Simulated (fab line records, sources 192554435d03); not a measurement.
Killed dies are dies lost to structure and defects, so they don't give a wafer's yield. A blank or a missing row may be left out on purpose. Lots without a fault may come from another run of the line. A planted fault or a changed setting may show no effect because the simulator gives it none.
fab line records | flow n5_finfet
record lots=6 wafers=17 last_day=18
route steps=1938 shown BEOL_M12@1649 BEOL_M13@1659 PASSIVATION@1936
lots that met no fault: from a run of the same line without faults
start_h: hours from the record's first day to the start of the lot's first wafer shown | wait_h: hours since the lot's step before | " the same as in the row above | L1.1+2: a row that stands for several wafers | - no value, or no start given | * or withheld: withheld | < > ~ a bound
route shown NAME@n: a module of which the file shows steps, and the number in the route of the first | usual: mean/standard deviation of fault-free wafers | same: alike in all rows | chamber/n: place in a boat | sites: the reading at each site | _std_site: their standard deviation | _edge_site: outer sites' mean less inner sites' | radius_mm: how far each site lies from the wafer's centre | mask NAME#n: copy n | behind: the tool/chamber that last shaped the wafer | hold: why the lot was held/for how many hours/how that ended | device: the transistor (n, p or np) that didn't switch | end of line: the same wafers' tests at the end of the route | a step without rows: its recipe alone | killed: dies lost to structure and defects at the first sort, not the wafer's yield | map: a wafer's dies, x killed, . not, _ none there
set.NAME: the setting as run; set.NAME@STEP: as run at that earlier step | model.NAME: the simulator's own value behind a step, which no gauge read
lots at some steps of the route; a table a step, a row a wafer
services: from which hour (start_h, from the record's first day; less than 0 if before it) a tool's chamber was out of use, for how many hours, and why
## steps
# step N5_BEOL_M12_SPUTTER_44
# recipe material=Ta target_thk_a=100 temp_c=50 bias_v=80 power_w=15000 chamber_pressure_pa=0.07 time_s=16.13
# usual throttle_valve_pct=29.8/0.89
# same time_s=16.13
# columns lot.wafer tool chamber start_h wait_h throttle_valve_pct
L834.1 pvd_sputter-01 - 271.79 0.0 30.7
L834.3 " - " " 30.3
L834.6 " - " " 30.6
L835.1 pvd_sputter-01 - 284.03 0.0 29.6
L835.4 " - " " 30.1
L835.6 " - " " 30.9
L849.2 pvd_sputter-01 - 368.40 0.0 29.3
L849.3 " - " " 29.0
L849.5 " - " " 28.7
L846.1 pvd_sputter-01 - 377.84 0.0 30.6
L846.5 " - " " 30.9
L850.2 pvd_sputter-03 - 389.29 0.0 30.2
L850.3 " - " " 29.6
L850.5 " - " " 30.2
L851.1 pvd_sputter-03 - 402.93 0.0 29.4
L851.3 " - " " 29.7
L851.4 " - " " 30.2
# step N5_BEOL_M12_SPUTTER_45
# recipe material=Cu target_thk_a=800 temp_c=-20 bias_v=60 power_w=26000 chamber_pressure_pa=0.13 time_s=13.33
# usual throttle_valve_pct=29.8/0.9
# same time_s=13.33
# columns lot.wafer tool chamber start_h wait_h throttle_valve_pct
L834.1 pvd_sputter-01 - 271.87 0.0 31.1
L834.3 " - " " 29.9
L834.6 " - " " 30.7
L835.1 pvd_sputter-01 - 284.11 0.0 29.7
L835.4 " - " " 30.3
L835.6 " - " " 30.9
L849.2 pvd_sputter-01 - 368.48 0.0 29.3
L849.3 " - " " 28.9
L849.5 " - " " 28.9
L846.1 pvd_sputter-01 - 377.92 0.0 30.8
L846.5 " - " " 30.8
L850.2 pvd_sputter-03 - 389.37 0.0 30.1
L850.3 " - " " 29.4
L850.5 " - " " 30.3
L851.1 pvd_sputter-03 - 403.01 0.0 29.6
L851.3 " - " " 29.5
L851.4 " - " " 30.3
# step N5_BEOL_M12_ECD_47
# recipe material=Cu target_thk_a=7200
# step N5_BEOL_M12_ANNEAL_48
# recipe temp_c=225 time_s=90 ambient=N2
# step N5_BEOL_M12_CMP_49
# recipe stop_on=SiOC t_overpolish_s=20.6 down_force_psi=1 platen_rpm=50 clearing_platen_down_force_psi=1.5 clearing_platen_rpm=50 post_cmp_clean=cu_alkaline target_thk_nm=320 clearing_platen_pad_velocity_m_s=0.99484 pad_velocity_m_s=0.99484
# step N5_BEOL_M12_THK_MEAS_50
# recipe thk_meas_gauge=xrf reads=Cu_of_BEOL_M12_ECD_47
# usual M12_THK=322/5.3
# columns lot.wafer tool chamber start_h wait_h M12_THK[nm]
L834.1 film_metro-02 - 272.73 - 324
L834.3 " - " " 325
L834.6 " - " " 325
L835.1 film_metro-01 - 285.35 - 320
L835.4 " - " " 321
L835.6 " - " " 324
L849.2 film_metro-02 - 369.36 - 309
L849.3 " - " " 323
L849.5 " - " " 311
L846.1 film_metro-02 - 378.77 - 319
L846.5 " - " " 332
L850.2 film_metro-01 - 390.29 - 312
L850.3 " - " " 321
L850.5 " - " " 316
L851.1 film_metro-01 - 404.01 - 318
L851.3 " - " " 322
L851.4 " - " " 315
# step N5_BEOL_M12_PRE_CLEAN_52
# recipe gas=NH3 time_s=15 temp_c=withheld rf_power_w=300
# step N5_BEOL_M12_DEP_53
# recipe material=SiCN target_thk_a=300 temp_c=withheld precursor=3MS/NH3 pressure_torr=3 rf_w=675 time_s=10.5
# step N5_BEOL_M12_RS_MEAS_54
# recipe thk_meas_gauge=four-point-probe reads=Cu_of_BEOL_M12_ECD_47+Ta_of_BEOL_M12_SPUTTER_44+TaN_of_BEOL_M12_SPUTTER_43
# usual M12_RS=0.0601/0.00097
# columns lot.wafer tool chamber start_h wait_h M12_RS[ohm/sq]
L834.1 film_metro-01 - 272.85 0.0 0.0595
L834.3 " - " " 0.0592
L834.6 " - " " 0.0596
L835.1 film_metro-02 - 285.48 0.0 0.0594
L835.4 " - " " 0.0596
L835.6 " - " " 0.0588
L849.2 film_metro-02 - 369.49 0.1 0.0630
L849.3 " - " " 0.0601
L849.5 " - " " 0.0625
L846.1 film_metro-01 - 378.90 0.0 0.0611
L846.5 " - " " 0.0585
L850.2 film_metro-02 - 390.41 0.0 0.0617
L850.3 " - " " 0.0597
L850.5 " - " " 0.0607
L851.1 film_metro-02 - 404.13 0.0 0.0607
L851.3 " - " " 0.0596
L851.4 " - " " 0.0611
# step N5_BEOL_M12_INSPECT_55
# recipe inspect_instrument=darkfield mode=post_dep
# usual raw_defect_count=71/29
# columns lot.wafer tool chamber start_h wait_h raw_defect_count
L834.1 defect_inspect-01 - 272.88 0.0 33
L834.3 " - " " 57
L834.6 " - " " 44
L835.1 defect_inspect-01 - 285.50 0.0 58
L835.4 " - " " 70
L835.6 " - " " 56
L849.2 defect_inspect-01 - 369.72 0.2 57
L849.3 " - " " 52
L849.5 " - " " 72
L846.1 defect_inspect-01 - 378.92 0.0 56
L846.5 " - " " 63
L850.2 defect_inspect-02 - 390.44 0.0 55
L850.3 " - " " 101
L850.5 " - " " 66
L851.1 defect_inspect-02 - 404.16 0.0 71
L851.3 " - " " 44
L851.4 " - " " 70
# step N5_BEOL_M13_ILD_DEP_00
# recipe material=SiOC target_thk_a=8379.2 temp_c=350 precursor=DEMS/O2 pressure_torr=5 rf_w=500 time_s=166.4
# usual heater_power_w=452/64 showerhead_plenum_p_Torr=5.697/0.017 throttle_valve_pct=11.8/0.46
# same time_s=166.4
# columns lot.wafer tool chamber start_h wait_h heater_power_w showerhead_plenum_p_Torr throttle_valve_pct
L834.1 pecvd-01 2 272.92 0.0 490 5.697 11.1
L834.3 " 0 " " 591 5.723 11.7
L834.6 " 0 " " 491 5.706 11.8
L835.1 pecvd-02 1 285.54 0.0 450 5.716 12.6
L835.4 " 0 " " 428 5.712 12.3
L835.6 " 1 " " 480 5.715 12.7
L849.2 pecvd-01 2 369.76 0.0 476 5.692 11.3
L849.3 " 0 " " 497 5.706 11.9
L849.5 " 1 " " 419 5.684 11.4
L846.1 pecvd-01 0 378.96 0.0 491 5.722 11.8
L846.5 " 0 " " 541 5.705 11.9
L850.2 pecvd-01 0 390.47 0.0 538 5.713 12.0
L850.3 " 2 " " 517 5.708 11.2
L850.5 " 1 " " 410 5.702 11.4
L851.1 pecvd-01 2 404.20 0.0 484 5.692 11.4
L851.3 " 0 " " 583 5.702 12.3
L851.4 " 2 " " 406 5.695 11.3
# step N5_BEOL_M13_THK_MEAS_01
# recipe reads=SiOC_of_BEOL_M13_ILD_DEP_00
# usual M13_ILD_THK=833/13
# columns lot.wafer tool chamber start_h wait_h M13_ILD_THK[nm]
L834.1 film_metro-01 - 273.07 0.1 810
L834.3 " - " " 827
L834.6 " - " " 831
L835.1 film_metro-02 - 285.69 0.1 826
L835.4 " - " " 843
L835.6 " - " " 852
L849.2 film_metro-02 - 369.91 0.1 816
L849.3 " - " " 828
L849.5 " - " " 848
L846.1 film_metro-01 - 379.11 0.1 847
L846.5 " - " " 845
L850.2 film_metro-02 - 390.63 0.1 815
L850.3 " - " " 796
L850.5 " - " " 838
L851.1 film_metro-02 - 404.35 0.1 810
L851.3 " - " " 827
L851.4 " - " " 830
# step N5_BEOL_M13_COAT_58
# recipe resist=BARC temp_c=205 time_s=60 spin_rpm=1500 resist_thk_nm=89
# usual spin_speed_rpm=1499.8/0.89
# same time_s=60
# columns lot.wafer tool chamber start_h wait_h spin_speed_rpm model.BARC_of_BEOL_M13_COAT_58.thk_nm
L834.1 litho_track-02 0 273.10 0.0 1560.2 87
L834.3 " 0 " " 1558.7 86.6
L834.6 " 0 " " 1559.2 86.8
L835.1 litho_track-02 0 285.72 0.0 1560.1 87.2
L835.4 " 0 " " 1559.5 87
L835.6 " 0 " " 1559.7 87.2
L849.2 litho_track-01 0 369.94 0.0 1499.1 89
L849.3 " 0 " " 1499.1 89
L849.5 " 0 " " 1500.3 89
L846.1 litho_track-04 0 379.14 0.0 1499.8 89
L846.5 " 0 " " 1499.2 89
L850.2 litho_track-02 0 390.66 0.0 1502.4 88.8
L850.3 " 0 " " 1499.8 88.8
L850.5 " 0 " " 1498.8 88.8
L851.1 litho_track-04 0 404.38 0.0 1500.2 89
L851.3 " 0 " " 1500.4 89
L851.4 " 0 " " 1501.0 89
# step N5_BEOL_M13_COAT_04
# recipe spin_rpm=1625 resist_thk_nm=400
# step N5_BEOL_M13_EBR_06
# recipe solvent=PGMEA ebr_width_mm=1.5
# step N5_BEOL_M13_SOFTBAKE_05
# recipe temp_c=130 time_s=60
# step N5_BEOL_M13_EXPOSE_07
# recipe mask_id=V12 na=0.93 source_shape=conventional sigma_outer=0.6 polarization=unpolarized attpsm_phase_deg=180 dose_mj=24.8
# step N5_BEOL_M13_PEB_08
# recipe peb_temp_c=130 peb_time_s=90
# step N5_BEOL_M13_DEVELOP_09
# recipe develop_time_s=45 rinse_liquid=diw dry=air_spin dev_temp_c=21
# step N5_BEOL_M13_HARDBAKE_14
# recipe temp_c=130 time_s=120
# step N5_BEOL_M13_CD_MEAS_10
# recipe target_cd_nm=190 landing_energy_ev=500 detector=se_inlens polarity=opening
# usual cd_nm=189.4/1.7
# same landing_energy_ev=500
# columns lot.wafer tool chamber start_h wait_h cd_nm
L834.1 cd_sem-02 0 273.37 - 189.6
L834.3 " 0 " " 188.5
L834.6 " 0 " " 189.0
L835.1 cd_sem-03 0 286.12 - 188.3
L835.4 " 0 " " 191.4
L835.6 " 0 " " 189.0
L849.2 cd_sem-01 0 370.34 - 189.8
L849.3 " 0 " " 189.0
L849.5 " 0 " " 190.1
L846.1 cd_sem-01 0 379.54 - 189.7
L846.5 " 0 " " 188.1
L850.2 cd_sem-03 0 390.93 - 188.5
L850.3 " 0 " " 188.7
L850.5 " 0 " " 189.1
L851.1 cd_sem-01 0 404.68 - 189.8
L851.3 " 0 " " 188.7
L851.4 " 0 " " 187.6
# step N5_BEOL_M13_OVL_MEAS_11
# recipe points_per_wafer=44
# usual V12_OVL=2/5.7
# columns lot.wafer tool chamber start_h wait_h V12_OVL[nm]
L834.1 overlay-02 0 273.40 0.0 -1
L834.3 " 0 " " -1
L834.6 " 0 " " 4
L835.1 overlay-01 0 286.15 0.0 -4
L835.4 " 0 " " 12
L835.6 " 0 " " 9
L849.2 overlay-01 0 370.37 0.0 -5
L849.3 " 0 " " -18
L849.5 " 0 " " -9
L846.1 overlay-01 0 379.57 0.0 -2
L846.5 " 0 " " 0
L850.2 overlay-02 0 390.96 0.0 4
L850.3 " 0 " " -2
L850.5 " 0 " " 2
L851.1 overlay-01 0 404.71 0.0 6
L851.3 " 0 " " 2
L851.4 " 0 " " 2
# step N5_BEOL_M13_INSPECT_12
# recipe mode=adi inspect_instrument=macro
# usual raw_defect_count=2.1/1.5
# columns lot.wafer tool chamber start_h wait_h raw_defect_count
L834.1 defect_inspect-02 - 273.42 0.0 2
L834.3 " - " " 2
L834.6 " - " " 3
L835.1 defect_inspect-01 - 286.17 0.0 1
L835.4 " - " " 1
L835.6 " - " " 3
L849.2 defect_inspect-01 - 370.39 0.0 3
L849.3 " - " " 3
L849.5 " - " " 3
L846.1 defect_inspect-01 - 379.59 0.0 1
L846.5 " - " " 2
L850.2 defect_inspect-01 - 390.98 0.0 2
L850.3 " - " " 1
L850.5 " - " " 5
L851.1 defect_inspect-01 - 404.74 0.0 2
L851.3 " - " " 3
L851.4 " - " " 0
# step N5_BEOL_M13_DESCUM_15
# recipe chemistry=O2 time_s=7.9 source_power_w=50 bias_power_w=20 pressure_mtorr=20 rf_frequency_hz=2.712e+07 temp_c=40 o2_flow_sccm=225
# step N5_BEOL_M13_ETCH_59
# recipe chemistry=N2/H2 target=BARC target_depth_a=890 overetch_a=267 time_s=67.9 ion_energy_ev=200 pressure_mtorr=30 source_w=840 bias_w=150 n2_flow_sccm=200 h2_flow_sccm=200
# usual drypump_motor_current_A=5.9/0.35 oes_product_au=0.69/0.071 rf_vpp_V=523/3.1 showerhead_plenum_p_Torr=2.51/0.11 throttle_valve_pct=17.7/0.32
# same time_s=67.9
# columns lot.wafer tool chamber start_h wait_h drypump_motor_current_A oes_product_au rf_hours_counter_h rf_vpp_V showerhead_plenum_p_Torr throttle_valve_pct model.etch.depth_nm
L834.1 rie_diel-03 1 273.49 0.0 5.6 0.60 218 521 2.40 18.2 86.99
L834.3 " 0 " " 5.9 0.70 66 525 2.57 18.1 86.64
L834.6 " 3 " " 5.5 0.78 - 528 2.71 17.3 86.76
L835.1 rie_diel-03 2 286.26 0.0 6.6 0.77 26 521 2.47 17.2 87.27
L835.4 " 1 " " 5.6 0.60 - 519 2.40 18.2 86.9
L835.6 " 1 " " 5.6 0.60 - 519 2.40 18.2 87.28
L849.2 rie_diel-04 1 370.46 0.0 6.2 0.60 227 526 2.58 17.7 88.92
L849.3 " 3 " " 5.6 0.63 175 518 2.32 17.6 89.08
L849.5 " 3 " " 5.6 0.63 - 517 2.32 17.6 89.07
L846.1 rie_diel-06 2 379.66 0.0 5.9 0.72 46 525 2.59 17.7 89.03
L846.5 " 3 " " 6.0 0.62 - 521 2.41 17.9 89.07
L850.2 rie_diel-03 3 391.05 0.0 5.5 0.73 43 529 2.69 17.4 88.85
L850.3 " 2 " " 6.5 0.73 58 523 2.46 17.3 88.81
L850.5 " 2 " " 6.5 0.73 - 523 2.46 17.3 88.73
L851.1 rie_diel-06 2 404.81 0.0 5.9 0.71 53 526 2.59 17.7 88.96
L851.3 " 0 " " 5.5 0.74 35 527 2.68 17.6 88.92
L851.4 " 1 " " 6.2 0.68 94 523 2.46 18.0 88.9
# step N5_BEOL_M13_VIA_ETCH_16
# recipe chemistry=C4F8/O2/Ar target=SiOC pressure_mtorr=30 source_w=3000 bias_w=700 Ar_flow_sccm=400 C4F8_flow_sccm=15 O2_flow_sccm=8 he_inner_torr=15 he_outer_torr=30 target_depth_a=9217 time_s=withheld ion_energy_ev=250 ends=cleared
# usual drypump_motor_current_A=5.9/0.35 oes_product_au=0.73/0.079 rf_vpp_V=665/4 showerhead_plenum_p_Torr=3.40/0.14 throttle_valve_pct=24.15/0.27
# columns lot.wafer tool chamber start_h wait_h drypump_motor_current_A oes_product_au rf_vpp_V showerhead_plenum_p_Torr throttle_valve_pct
L834.1 rie_diel-03 1 273.54 0.0 5.6 0.64 662 3.25 24.50
L834.3 " 0 " " 5.8 0.75 668 3.44 24.32
L834.6 " 3 " " 5.5 0.84 672 3.66 23.86
L835.1 rie_diel-03 2 286.34 0.1 6.5 0.82 664 3.36 23.79
L835.4 " 1 " " 5.6 0.63 661 3.25 24.49
L835.6 " 1 " " 5.6 0.64 661 3.25 24.51
L849.2 rie_diel-04 1 370.51 0.0 6.2 0.62 668 3.52 24.13
L849.3 " 3 " " 5.6 0.66 660 3.17 24.05
L849.5 " 3 " " 5.6 0.66 656 3.17 24.04
L846.1 rie_diel-06 2 379.71 0.0 5.9 0.76 667 3.46 23.93
L846.5 " 3 " " 6.0 0.65 661 3.31 24.53
L850.2 rie_diel-03 3 391.10 0.0 5.5 0.78 672 3.64 23.92
L850.3 " 2 " " 6.6 0.77 665 3.34 23.83
L850.5 " 2 " " 6.6 0.78 663 3.34 23.81
L851.1 rie_diel-06 2 404.86 0.0 5.9 0.76 666 3.46 23.94
L851.3 " 0 " " 5.4 0.79 672 3.63 24.09
L851.4 " 1 " " 6.2 0.74 661 3.34 24.50
# step N5_BEOL_M13_STRIP_63
# recipe chemistry=N2/H2 power_w=1000 temp_c=250 h2_frac=0.65 overash_fraction=0.3 pressure_mtorr=1000 n2_flow_sccm=1750 h2_flow_sccm=3250
# usual drypump_motor_current_A=5.6/0.3 heater_power_w=357/11 oes_product_au=0.674/0.005 strip_time_to_endpoint_s=28.2/1.3
# columns lot.wafer tool chamber start_h wait_h drypump_motor_current_A heater_power_w oes_product_au rf_hours_counter_h strip_time_to_endpoint_s
L834.1 plasma_asher-01 0 273.78 - 5.3 368 0.682 119 29.4
L834.3 " 1 " " 5.5 361 0.672 - 27.5
L834.6 " 1 " " 5.5 355 0.672 - 28.4
L835.1 plasma_asher-01 0 286.68 - 5.3 369 0.678 121 28.2
L835.4 " 0 " " 5.3 362 0.676 - 26.8
L835.6 " 0 " " 5.3 371 0.672 - 25.7
L849.2 plasma_asher-01 0 370.75 - 5.3 360 0.677 137 31.6
L849.3 " 1 " " 5.5 372 0.680 - 28.6
L849.5 " 0 " " 5.3 374 0.673 - 27.0
L846.1 plasma_asher-02 0 379.95 - 5.7 336 0.673 96 27.8
L846.5 " 0 " " 5.7 345 0.666 - 28.2
L850.2 plasma_asher-02 0 391.34 - 5.7 344 0.675 99 29.5
L850.3 " 0 " " 5.7 346 0.679 - 30.7
L850.5 " 0 " " 5.7 341 0.679 - 26.8
L851.1 plasma_asher-02 1 405.09 - 6.1 360 0.678 102 31.1
L851.3 " 1 " " 6.1 360 0.672 - 28.2
L851.4 " 0 " " 5.7 339 0.675 - 28.6
# step N5_BEOL_M13_STRIP_64
# recipe chemistry=N2/H2 power_w=1000 temp_c=250 h2_frac=0.65 overash_fraction=0.3 pressure_mtorr=withheld n2_flow_sccm=1750 h2_flow_sccm=3250
# usual drypump_motor_current_A=5.59/0.3 heater_power_w=356/10 oes_product_au=0.715/0.0042 strip_time_to_endpoint_s=31.30/0.069
# columns lot.wafer tool chamber start_h wait_h drypump_motor_current_A heater_power_w oes_product_au rf_hours_counter_h strip_time_to_endpoint_s
L834.1 plasma_asher-01 0 273.84 0.0 5.27 349 0.710 119 30.73
L834.3 " 1 " " 5.46 363 0.714 - 30.64
L834.6 " 1 " " 5.43 357 0.718 - 30.66
L835.1 plasma_asher-01 0 286.74 0.0 5.32 367 0.718 121 30.81
L835.4 " 0 " " 5.33 357 0.708 - 30.69
L835.6 " 0 " " 5.28 362 0.723 - 30.83
L849.2 plasma_asher-01 0 370.81 0.0 5.28 370 0.717 137 31.29
L849.3 " 1 " " 5.47 366 0.714 - 31.33
L849.5 " 0 " " 5.29 357 0.720 - 31.31
L846.1 plasma_asher-02 0 380.01 0.0 5.73 337 0.713 96 31.32
L846.5 " 0 " " 5.72 339 0.715 - 31.33
L850.2 plasma_asher-02 0 391.40 0.0 5.74 333 0.717 99 31.26
L850.3 " 0 " " 5.74 342 0.721 - 31.24
L850.5 " 0 " " 5.72 339 0.715 - 31.22
L851.1 plasma_asher-02 1 405.15 0.0 6.15 368 0.713 102 31.29
L851.3 " 1 " " 6.12 360 0.719 - 31.30
L851.4 " 0 " " 5.75 335 0.715 - 31.29
# step N5_BEOL_M13_STRIP_71
# recipe chemistry=post_etch_residue_remover time_s=60 temp_c=25 remover_ph=withheld remover_water_wt_pct=withheld remover_fluoride_wt_pct=withheld
# step N5_PASSIVATION_PROBE_49
# usual defect_limited_yield=90.9/1.6 killed_at_M0_to_M3=34/10 killed_at_M4_up=13/5.4 killed_at_contacts=13/6 killed_at_front_end=42/13 killed_at_other=4/3.2 killed_dies=107/18 killed_on_rim=14/4.2 killed_open=69/14 killed_short=35/7.7 sort_bin_5_function=5.3/1 sort_bin_6_memory=3.3/0.75 sort_n_pass=1073/19 sort_yield_pct=90.9/1.6
# same gross_dies=1180 killed_at_back_side=0 sort_bin_4_leakage[%]=0 sort_bin_8_speed[%]=0
# columns lot.wafer tool chamber start_h wait_h defect_limited_yield[%] killed_at_M0_to_M3 killed_at_M4_up killed_at_contacts killed_at_front_end killed_at_other killed_dies killed_on_rim killed_open killed_short sort_bin_5_function[%] sort_bin_6_memory[%] sort_n_pass sort_yield_pct[%]
L834.1 prober-01 - 304.87 0.0 89.2 47 13 19 47 1 127 19 89 25 5.7 3.8 1053 89.2
L849.2 prober-02 - 400.82 0.1 92.4 32 21 12 23 2 90 5 69 18 5.1 2.5 1090 92.4
L849.3 prober-02 - 400.87 0.1 90.8 26 18 13 50 2 109 13 73 35 6.0 2.9 1071 90.8
L849.5 prober-02 - 400.97 0.2 92.6 22 15 14 32 4 87 8 57 29 4.1 2.7 1093 92.6
L850.2 prober-01 - 424.73 0.1 90.8 41 14 16 32 6 109 6 71 36 5.5 3.5 1071 90.8
L850.3 prober-01 - 424.78 0.1 91.3 45 12 9 34 3 103 11 70 28 5.3 3.1 1077 91.3
L850.5 prober-01 - 424.88 0.2 90.5 53 7 17 34 1 112 14 75 31 5.6 3.6 1068 90.5
# killed by level:class
L834.1 BEOL_M2:geometric_particle:open=13 STI_FIN_REVEAL:geometric_particle:open=13 MOL_CONTACT_COAG:geometric_particle:open=13 BEOL_M3:geometric_particle:open=11 HKMG_FIN:area_etch=10 BEOL_M1:geometric_particle:open=7 FIN_SAQP:geometric_particle:open=6 BEOL_M0_SAQP:geometric_particle:short=6
L849.2 MOL_CONTACT_COAG:geometric_particle:open=11 BEOL_M2:geometric_particle:open=9 BEOL_M4:geometric_particle:open=8 STI_FIN_REVEAL:geometric_particle:open=7 BEOL_M1:geometric_particle:open=6 FIN_SAQP:geometric_particle:open=4 BEOL_M3:geometric_particle:open=4 BEOL_M0_SAQP:geometric_particle:open=4
L849.3 STI_FIN_REVEAL:geometric_particle:open=15 BEOL_M4:geometric_particle:open=12 MOL_CONTACT_COAG:geometric_particle:open=8 BEOL_M2:geometric_particle:open=8 FIN_SAQP:geometric_particle:open=5 STI_FIN_REVEAL:geometric_particle:short=5 MOL_CONTACT_COAG:geometric_particle:short=5 BEOL_M3:geometric_particle:open=5
L849.5 MOL_CONTACT_COAG:geometric_particle:open=11 STI_FIN_REVEAL:geometric_particle:open=10 BEOL_M4:geometric_particle:open=7 FIN_SAQP:geometric_particle:open=5 GATE_CUT:geometric_particle:open=5 BEOL_M0_SAQP:geometric_particle:short=5 BEOL_M1:geometric_particle:open=5 BEOL_M0_SAQP:geometric_particle:open=4
L850.2 MOL_CONTACT_COAG:geometric_particle:open=15 BEOL_M0_SAQP:geometric_particle:open=12 BEOL_M4:geometric_particle:open=9 BEOL_M0_SAQP:geometric_particle:short=9 STI_FIN_REVEAL:geometric_particle:open=7 BEOL_M2:geometric_particle:open=7 ILD0:geometric_particle:short=5 PASS1_CAP:geometric_particle:open=4
L850.3 BEOL_M2:geometric_particle:open=14 STI_FIN_REVEAL:geometric_particle:open=9 BEOL_M0_SAQP:geometric_particle:open=9 BEOL_M4:geometric_particle:open=9 BEOL_M0_SAQP:geometric_particle:short=7 MOL_CONTACT_COAG:geometric_particle:open=6 FIN_SAQP:geometric_particle:short=4 BEOL_M0:geometric_particle:open=4
L850.5 BEOL_M0_SAQP:geometric_particle:open=17 BEOL_M2:geometric_particle:open=16 MOL_CONTACT_COAG:geometric_particle:open=12 BEOL_M0_SAQP:geometric_particle:short=10 STI_FIN_REVEAL:geometric_particle:open=8 FIN_SAQP:geometric_particle:short=5 MOL_CONTACT_COAG:geometric_particle:short=5 BEOL_M1:geometric_particle:open=4
## services
# columns tool chamber start_h hours kind
rie_diel-04 0 250.43 17.9 repair
plasma_asher-01 - 262.98 1.9 repair
rie_diel-03 - 267.61 2.8 pm
pecvd-01 1 268.27 3.6 repair
rie_diel-03 3 285.89 4.9 repair
plasma_asher-02 - 307.67 2.7 repair
pecvd-01 2 314.61 4.8 repair
rie_diel-06 - 318.79 1.1 repair
plasma_asher-01 - 333.79 1.1 repair
plasma_asher-01 - 337.09 4.3 pm
pecvd-01 - 337.11 14.6 pm
rie_diel-04 0 341.79 8.0 repair
plasma_asher-02 - 352.86 2.5 repair
rie_diel-06 0 366.77 5.4 repair
rie_diel-03 1 373.77 - clean
rie_diel-03 1 373.77 - consumable_replace:esc
rie_diel-03 1 373.77 - consumable_replace:focus_ring
rie_diel-03 1 373.77 - consumable_replace:showerhead
rie_diel-03 1 373.77 29.0 scheduled_down
rie_diel-03 1 373.77 29.0 vent_cycle
plasma_asher-02 - 374.27 4.3 pm
rie_diel-04 0 391.03 6.1 repair
rie_diel-06 3 398.14 6.2 repair
plasma_asher-01 - 403.65 14.6 pm
## key
first_sign step=N5_BEOL_M13_COAT_58 reading=spin_speed_rpm direction=up sigmas=67 usual=* struck=*
effect step=N5_BEOL_M13_STRIP_64 reading=strip_time_to_endpoint_s direction=down sigmas=8.3 usual=* struck=*
model_effect step=N5_BEOL_M13_COAT_58 value=BARC_of_BEOL_M13_COAT_58.thk_nm without=88.7 struck=86.97
model_effect step=N5_BEOL_M13_ETCH_59 value=etch.depth_nm without=88.69 struck=86.97
met_at N5_BEOL_M13_COAT_58
struck_wafers L834.1,L834.3,L834.6,L835.1,L835.4,L835.6
baseline_loss step=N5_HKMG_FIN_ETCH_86 wafers=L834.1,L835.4
fault kind=process_parameter_drift tool=litho_track-02 chamber=- onset_h=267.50 steps=N5_BEOL_M13_COAT_58 channel=spin_rpm offset=* shape=step end_h=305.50 acts_in=* stated=*
# baseline_loss: these wafers lose ten dies or more at that step, a loss of the line's own and not of a fault; the sort's usual values leave them out
